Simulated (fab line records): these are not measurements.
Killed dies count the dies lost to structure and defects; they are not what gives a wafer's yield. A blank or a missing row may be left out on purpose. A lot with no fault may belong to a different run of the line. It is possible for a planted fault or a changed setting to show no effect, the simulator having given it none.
Matching of chambers ; flow nand-harc ; 4 sister chambers for NHARC_P_CONTACT_ALD_22 on ald-metal-01
The step deposits TiN, target thk 3 nm, pulse time 1 s, ald cycles 150. 4 wafers are shown with their chamber, then 9 later ones without.

## WAFERS PAIRED WITH THEIR CHAMBERS
wafer;chamber;heater-power-outer-w (W)
L085.3;3;709
L086.2;2;731
L086.3;0;670
L086.4;1;625

## WAFERS WITH NO CHAMBER GIVEN
wafer;heater-power-outer-w (W)
L088.3;699
L088.5;713
L088.6;632
L090.1;726
L090.3;621
L090.6;715
L093.1;714
L093.3;646
L093.5;715

## WHICH CHAMBER EACH ONE RAN IN
wafer;from the rows above;in truth
L088.3;3;3
L088.5;can't be placed: 3 or 2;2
L088.6;1;1
L090.1;can't be placed: 2 or 3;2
L090.3;1;1
L090.6;can't be placed: 3 or 2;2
L093.1;can't be placed: 3 or 2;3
L093.3;can't be placed: 1 or 0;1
L093.5;can't be placed: 3 or 2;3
3 of 9 placed correctly. Can't be placed from these rows: 6 (the true chamber is among the candidates in 6). 0 placed wrongly.
How it was worked out, from the rows above alone: a wafer's distance from a chamber is the root of the sum, over the readings, of the square of ((its reading less the chamber's mean) divided by the reading's scatter). If the next closest chamber is less than 2 further off than the closest, the wafer can't be placed; otherwise it belongs to the closest. For every chamber, the mean is computed from those of its wafers that are shown. The scatter: with one shown wafer a chamber, the root of the mean of the squares of how far each hidden wafer lies from its nearest shown one.
